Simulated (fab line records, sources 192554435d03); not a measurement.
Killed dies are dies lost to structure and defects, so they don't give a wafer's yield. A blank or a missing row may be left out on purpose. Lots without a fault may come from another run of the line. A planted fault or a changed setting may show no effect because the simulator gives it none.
A struck lot beside a sound one | flow n5_finfet | 38 steps out of a route of 1938
Sound: wafers L872.3, L872.4, L872.6. Struck: wafer L866.5. (L866.3, L866.4 of the same lot were not struck and are left out.) The cause comes at the end.
At each step with rows: each side's tool, then ch and its chambers, then its first start. Under that, the readings that differ: sound wafers | struck wafers | difference of the means | sigmas: that difference in standard deviations of wafers without a fault.
alike: readings whose means differ by less than 2 such deviations, and words and numbers that are the same on both sides. not compared: withheld readings, readings that some wafer has no value for, bounds like >300 that may hide the same value, and numbers for which the record gives no deviation and whose values overlap.
The two part at a step that has a row with sigmas, a row that says differs or no value, or rows on one side only. Numbers that don't overlap but have no deviation are shown without sigmas and don't part them. A reading that every wafer of one side lacks parts them only if that side has two wafers or more.

first, 11 steps without rows for these wafers: N5_FIN_SAQP_DESCUM_21 (chemistry O2, time 7.9 s); N5_FIN_SAQP_ETCH_51 (etches SiARC in CF4, target depth 45.5 nm, time 75.8 s); N5_FIN_SAQP_ETCH_52 (etches SOC in N2/H2, target depth 100 nm, overetch 20 nm, time 150 s); N5_FIN_SAQP_STRIP_53 (strips in N2/H2); N5_FIN_SAQP_HM_OPEN_73 (chemistry CHF3/O2, target SiO2, stops on a-Si, target depth 12 nm, time 16.8 s); N5_FIN_SAQP_STRIP_74 (strips in CHF3/O2); N5_FIN_SAQP_MANDREL_ETCH_22 (etches a-Si in HBr/Cl2, stops on SiNx, target depth 60 nm, bt time 10 s, time 30 s); N5_FIN_SAQP_STRIP_55 (strips in N2/H2); N5_FIN_SAQP_STRIP_23 (strips in SPM, time 750 s); N5_FIN_SAQP_SRD_66 (time 30 s); N5_FIN_SAQP_RECESS_75 (chemistry HF/NH3, target SiO2, target depth 14.4 nm, afs cycles 3, sublimation time 60 s).
N5_FIN_SAQP_SPACER1_ALD_24: deposits SiO2, target thk 20.3 nm, pulse time 1 s, purge time 2 s.
  sound on ald_sin-04 ch 0,3, day 5 07:27; struck on ald_sin-01 ch 1, day 3 11:36
  reading                                           | sound          | struck | difference | sigmas
  ald_cycles                                        | 218 218 218    | 185    | -33        |
  model.SiO2_of_FIN_SAQP_SPACER1_ALD_24.thk_nm (nm) | 20.2 20.4 20.4 | 17.2   | -3.1       |
  alike: heater_power_w, precursor_pulse_height_rel
then, 1 step without rows for these wafers: N5_FIN_SAQP_SPACER1_ETCHBACK_25 (etches SiO2 in CHF3/O2, target depth 24.4 nm, time 12.2 s).
N5_FIN_SAQP_MANDREL1_REMOVE_56: chemistry HBr/Cl2/O2, target a-Si, stops on SiNx, bt time 10 s.
  sound on rie_si-02 ch 1,3, day 5 08:16; struck on rie_si-02 ch 1, day 3 12:25
  reading                   | sound          | struck | difference | sigmas
  model.FIN_SAQP.cd_nm (nm) | 20.2 20.2 20.4 | 17.2   | -3.1       |
  alike: HBr_flow_sccm, drypump_motor_current_A, oes_product_au, throttle_valve_pct
  not compared: rf_hours_counter_h
N5_FIN_SAQP_CD_MEAS_27: target cd 20 nm.
  sound on cd_sem-02 ch 0, day 5 08:22; struck on cd_sem-01 ch 0, day 3 12:31
  reading    | sound             | struck | difference | sigmas
  cd_nm (nm) | 20.61 20.17 20.43 | 17.08  | -3.32      | -14
then, 21 steps without rows for these wafers: N5_FIN_SAQP_ETCH_57 (etches SiNx in CH3F/O2, target depth 32.5 nm, time 46.4 s); N5_FIN_SAQP_ETCH_65 (etches SiO2 in CF4, target depth 4 nm, time 4.4 s); N5_FIN_SAQP_MANDREL_ETCH_58 (etches a-Si in HBr/Cl2, stops on SiNx, target depth 45 nm, bt time 10 s, time 27 s); N5_FIN_SAQP_RECESS_63 (chemistry HF/NH3, target SiO2, target depth 18 nm, afs cycles 3, sublimation time 60 s); N5_FIN_SAQP_COAT_68 (time 60 s, resist thk 100 nm); N5_FIN_SAQP_ETCH_69 (etches SOC in N2/H2, stops on SiNx, target depth 150 nm); N5_FIN_SAQP_ETCH_67 (etches SiNx in CH3F/O2, target depth 30 nm); N5_FIN_SAQP_STRIP_70 (strips in N2/H2); N5_FIN_SAQP_RECESS_71 (chemistry HF/NH3, target SiO2, target depth 3 nm, afs cycles 1, sublimation time 60 s); N5_FIN_SAQP_SPACER2_ALD_28 (deposits SiO2, target thk 8.1 nm, pulse time 1 s, purge time 2 s); N5_FIN_SAQP_SPACER2_ETCHBACK_29 (etches SiO2 in CHF3/O2, target depth 12.2 nm, time 6.1 s); N5_FIN_SAQP_MANDREL2_REMOVE_60 (chemistry HBr/Cl2/O2, target a-Si, stops on SiNx, bt time 10 s); N5_FIN_SAQP_HM_OPEN_33 (chemistry CH3F/O2, target SiNx, target depth 49.4 nm, time 70.6 s); N5_FIN_SAQP_ETCH_34 (etches SiO2 in C4F6/O2, target depth 45 nm, time 15 s); N5_FIN_SAQP_STRIP_77 (strips in N2/H2, time 90 s); N5_FIN_SAQP_ETCH_64 (etches SiO2 in CF4, target depth 1.5 nm); N5_FIN_SAQP_FIN_ETCH_36 (etches the open film in HBr/Cl2/O2, target depth 120 nm, time 50.4 s); N5_FIN_SAQP_PRECLEAN_38 (cleans in O3/DIW, time 45 s); N5_FIN_SAQP_PRECLEAN_45 (cleans in dHF, time 10 s); N5_FIN_SAQP_SRD_39 (time 30 s); N5_FIN_CUT_COAT_18 (time 60 s, resist thk 230 nm).
-- the record jumps here: 6 days lie between the struck wafers' starts before and after (it left off in module FIN_CUT and takes up again in module BEOL_M4, whose first step shown is number 1111 of the route) --
N5_BEOL_M4_RC_MEAS_101:
  sound on prober-02 ch 0, day 11 18:38; struck on prober-01 ch 0, day 9 11:16
  reading       | sound          | struck | difference | sigmas
  ION_P (uA/um) | 467 469 464    | 448    | -19        | -2
  VT_N (mV)     | 247 247 245    | 255    | +9         | +2
  VT_P (mV)     | -249 -252 -248 | -258   | -8         | -2
  alike: DIBL_N, DIBL_P, IOFF_N, IOFF_P, ION_N, SS_N, SS_P
-- the record jumps here: 5 days lie between the struck wafers' starts before and after (it left off in module BEOL_M4 and takes up again in module PASSIVATION, whose first step shown is number 1936 of the route) --
N5_PASSIVATION_PROBE_49:
  sound on prober-02, day 16 11:51; struck on prober-02, day 14 12:28
  reading                  | sound          | struck | difference | sigmas
  defect_limited_yield (%) | 91.4 91.9 92.0 | 77.7   | -14.1      | -8
  killed_at_M0_to_M3       | 36 28 31       | 60     | +28        | +2
  killed_at_front_end      | 27 41 24       | 164    | +133       | +10
  killed_dies              | 102 96 94      | 263    | +166       | +8
  killed_on_rim            | 11 12 7        | 92     | +82        | +18
  killed_open              | 64 53 60       | 93     | +34        | +2
  sort_bin_5_function (%)  | 4.6 4.2 5.0    | 17.6   | +13.0      | +11
  sort_n_pass              | 1078 1084 1086 | 917    | -166       | -8
  sort_yield_pct (%)       | 91.4 91.9 92.0 | 77.7   | -14.1      | -8
  alike: killed_at_M4_up, killed_at_contacts, killed_at_other, killed_short, sort_bin_6_memory

WHERE THEY PART
First at N5_FIN_SAQP_CD_MEAS_27; last, within this record, at N5_PASSIVATION_PROBE_49.

WHY: what the simulator had put in
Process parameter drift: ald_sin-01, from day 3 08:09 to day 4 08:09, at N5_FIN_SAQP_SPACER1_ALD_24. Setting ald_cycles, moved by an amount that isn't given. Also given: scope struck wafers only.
